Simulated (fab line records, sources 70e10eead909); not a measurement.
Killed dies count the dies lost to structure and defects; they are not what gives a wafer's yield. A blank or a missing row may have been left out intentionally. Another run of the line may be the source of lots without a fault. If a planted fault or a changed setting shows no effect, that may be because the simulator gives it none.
Chamber matching -- flow nand_harc -- pecvd-04 running NHARC_A_M1_PRE_CLEAN_32: 3 sister chambers
The step time 12 s. 20 wafers are shown with their chamber, then 10 later ones without.

## EACH WAFER AND ITS CHAMBER
wafer,chamber,heater_power_outer_w (W),heater_power_w (W),susceptor_temp_C (C)
L075.2,0,454,730,369.73
L075.3,2,286,538,369.75
L075.5,0,440,752,369.88
L077.3,2,323,621,369.30
L077.4,0,425,709,370.11
L077.6,2,329,616,369.72
L078.2,2,259,513,369.69
L078.4,2,261,525,370.19
L078.5,1,439,743,369.92
L085.1,2,310,593,370.17
L085.2,0,375,656,370.43
L085.4,0,383,652,370.37
L083.1,1,461,762,370.31
L083.3,0,415,716,369.91
L083.6,1,459,781,370.03
L087.2,1,367,626,369.91
L087.3,2,322,608,370.04
L087.5,2,331,609,370.41
L092.1,0,391,667,369.96
L092.3,2,273,541,370.10

SIGNATURES (means of the wafers above)
reading,chamber 0,chamber 1,chamber 2,scatter within a chamber
heater_power_outer_w,411.86,431.50,299.33,32.8
heater_power_w,697.43,728.00,573.78,47.9
susceptor_temp_C,370.0557,370.0425,369.9300,0.291
Rule: a wafer lies at a distance from a chamber equal to the root of the sum of squares, over the readings, of (its reading less the chamber's mean, divided by the reading's scatter). If the next closest chamber is less than 2 further off than the closest, the wafer can't be placed; otherwise it belongs to the closest. How the scatter is found: for the shown wafers, subtract from each reading the mean of its chamber, square and add these, divide the total by (wafers less chambers), then take the root.

## WAFERS WITH NO CHAMBER GIVEN
wafer,heater_power_outer_w (W),heater_power_w (W),susceptor_temp_C (C)
L092.4,408,725,369.73
L091.1,427,707,369.68
L091.3,303,570,370.40
L091.6,426,703,370.00
L093.1,424,722,369.98
L093.5,360,644,369.92
L093.6,423,742,369.97
L095.1,365,658,370.01
L095.3,336,605,369.77
L095.4,355,643,369.91

## WHICH CHAMBER EACH WENT THROUGH
wafer,from the rows above,in truth
L092.4,can't be placed: 0 or 1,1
L091.1,can't be placed: 1 or 0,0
L091.3,2,2
L091.6,can't be placed: 0 or 1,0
L093.1,can't be placed: 1 or 0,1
L093.5,can't be placed: 0 or 2 or 1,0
L093.6,can't be placed: 1 or 0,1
L095.1,can't be placed: 0 or 1 or 2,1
L095.3,can't be placed: 2 or 0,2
L095.4,can't be placed: 0 or 2 or 1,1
Correctly placed: 1 of 10. Unplaceable from these rows: 9, with the true chamber sitting among the candidates in 9. Wrongly placed: 0.
